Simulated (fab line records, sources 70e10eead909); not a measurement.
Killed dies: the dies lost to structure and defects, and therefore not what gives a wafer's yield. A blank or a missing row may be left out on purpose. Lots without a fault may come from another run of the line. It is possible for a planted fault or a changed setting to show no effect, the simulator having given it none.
Problem report, 8D (eight disciplines) form, completed by code | flow nandHarc | the parts of the form that need people (team, actions taken, sign-off) are left out

== 1. WHAT IS WRONG ==
Wafers without a fault read 1002 nm, standard deviation 8.5; thkNm at NHARC_A_ONON_D2_THK_MEAS_30 reads a mean of 1602 nm on 6 wafers belonging to 2 lots. That puts it +71 standard deviations away from the usual mean.
The step: measures by ellipsometry.
The first sign was on wafer L850.1 at day 20 06:23, on filmMetro-02. The record has a number at this step for 36 wafers belonging to 12 lots. Rule for "out" (also "out of limits"): further than 4 standard deviations from the usual mean. The other wafers with a number count as sound.

== 2. WHAT IT IS; WHAT IT IS NOT ==
question                    | is                     | is not
which readings at this step | thkNm                  | -
which lots                  | L850, L852             | L833, L836, L837, L838, L841, L842, L847, L854, L855, L856
which wafers of those lots  | all that have a number | -
read on which gauges        | filmMetro-02           | filmMetro-01
when                        | from day 20 06:23      | up to then (21 sound wafers); but 9 sound wafers of L854, L855, L856 came after

== 3. SUSPECTS, AND WHAT RULES EACH OUT ==
Counting: a tool stays on the suspect list if, at a process step up to the reading, it processed all lots that are out and no sound lot following the first of them.
- the gauge at NHARC_A_ONON_D2_THK_MEAS_30 has been ruled out. All the wafers that are out were read on filmMetro-02, but those of them that NHARC_END_SORT_01 has rows for are out there too, on other tools.
- pecvdOnon-03 at NHARC_A_ONON_D2_DEP_28 (target thk 1000 nm): kept. It processed each lot that is out, first L850 at day 20 05:53, and no sound lot thereafter; up to then, the last sound lot it processed was L842 at day 17 00:14.
After counting, what remains is pecvdOnon-03 at NHARC_A_ONON_D2_DEP_28.

== 4. THE CAUSE (what the simulator had put in) ==
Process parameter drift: pecvdOnon-03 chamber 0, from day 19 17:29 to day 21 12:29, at NHARC_A_ONON_D2_DEP_28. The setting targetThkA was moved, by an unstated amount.
This tool alone remained once counting was done.

== 5. SEQUENCE OF EFFECTS, ordered by route ==
Each row: a reading where the mean over the struck wafers with a number is more than 3 standard deviations away from the usual. Scope: only readings with a usual standard deviation given in the record; hours: median across lots of the time from each lot's start at the first step in this table that gives one to its start at this step; sigmas: change in usual standard deviations.
hours | step                        | reading       | usual   | on struck wafers | change | sigmas
0     | NHARC_A_ONON_D2_THK_MEAS_30 | thkNm         | 1002 nm | 1602             | +600   | +71
278   | NHARC_END_SORT_01           | killedAtArray | 51      | 673              | +622   | +35
278   | NHARC_END_SORT_01           | killedDies    | 55      | 677              | +622   | +33

== 6. WHAT WOULD HAVE CAUGHT IT SOONER ==
Counted from the fault's start at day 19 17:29, it took 13 hours until the first out-of-limits reading at a measuring or inspecting step in this record, taken at day 20 06:23.
An alarm limit of 4 standard deviations would not have fired on the tool readings at NHARC_A_ONON_D2_DEP_28 for which the record gives a usual standard deviation, since none of them was out on any struck wafer.
The start of NHARC_A_ONON_D2_DEP_28 on pecvdOnon-03 came by day 20 06:23 for every one of the lots that are out (2). None of them would have been spared by holding the tool at that moment.
